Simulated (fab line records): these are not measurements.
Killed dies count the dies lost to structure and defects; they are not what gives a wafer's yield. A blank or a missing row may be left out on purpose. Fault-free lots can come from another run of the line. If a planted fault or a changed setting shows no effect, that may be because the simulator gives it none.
Matching of chambers | flow n5-finfet | 3 sister chambers for N5_BEOL_M15_ILD_DEP_00 on pecvd-04
The step deposits SiO2 from TEOS/O2, target thk 1629.3 nm, time 346.1 s. 6 wafers are shown with their chamber, then 12 later ones without.

## WAFERS WITH THEIR CHAMBER
wafer  | chamber | showerhead-plenum-p-Torr (Torr) | throttle-valve-pct (%)
L086.4 | 1       | 8.30                            | 19.1
L088.1 | 2       | 8.33                            | 19.4
L088.5 | 2       | 8.35                            | 19.1
L089.2 | 0       | 8.26                            | 18.8
L089.4 | 0       | 8.25                            | 18.6
L089.5 | 1       | 8.27                            | 19.0

## WAFERS WHOSE CHAMBER IS MISSING
wafer  | showerhead-plenum-p-Torr (Torr) | throttle-valve-pct (%)
L092.1 | 8.34                            | 19.5
L092.2 | 8.26                            | 18.6
L092.3 | 8.24                            | 18.7
L094.2 | 8.35                            | 19.5
L094.3 | 8.28                            | 19.1
L094.4 | 8.34                            | 19.0
L093.1 | 8.36                            | 19.6
L093.2 | 8.23                            | 18.6
L093.4 | 8.34                            | 19.3
L095.3 | 8.28                            | 16.5
L095.4 | 8.34                            | 19.2
L095.5 | 8.24                            | 18.7

## WHICH CHAMBER EACH ONE RAN IN
wafer  | from the rows above     | in truth
L092.1 | 2                       | 2
L092.2 | 0                       | 0
L092.3 | 0                       | 0
L094.2 | 2                       | 2
L094.3 | 1                       | 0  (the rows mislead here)
L094.4 | can't be placed: 2 or 1 | 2
L093.1 | 2                       | 2
L093.2 | 0                       | 0
L093.4 | 2                       | 2
L095.3 | 0                       | 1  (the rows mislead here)
L095.4 | 2                       | 2
L095.5 | 0                       | 0
Placed correctly: 9 of 12. These rows do not allow placing 1 (true chamber among the candidates in 1). Wrongly placed: 2.
How it was worked out, from the rows above alone: a wafer's distance from a chamber is the root of the sum, over the readings, of the square of ((its reading less the chamber's mean) divided by the reading's scatter). The wafer belongs to the nearest chamber; if the next one is less than 2 further off, it can't be placed. Each chamber's mean is taken over the wafers shown for it. The scatter is the square root of a quotient: the sum, over the shown wafers, of each reading's squared deviation from its chamber's mean, divided by wafers minus chambers.
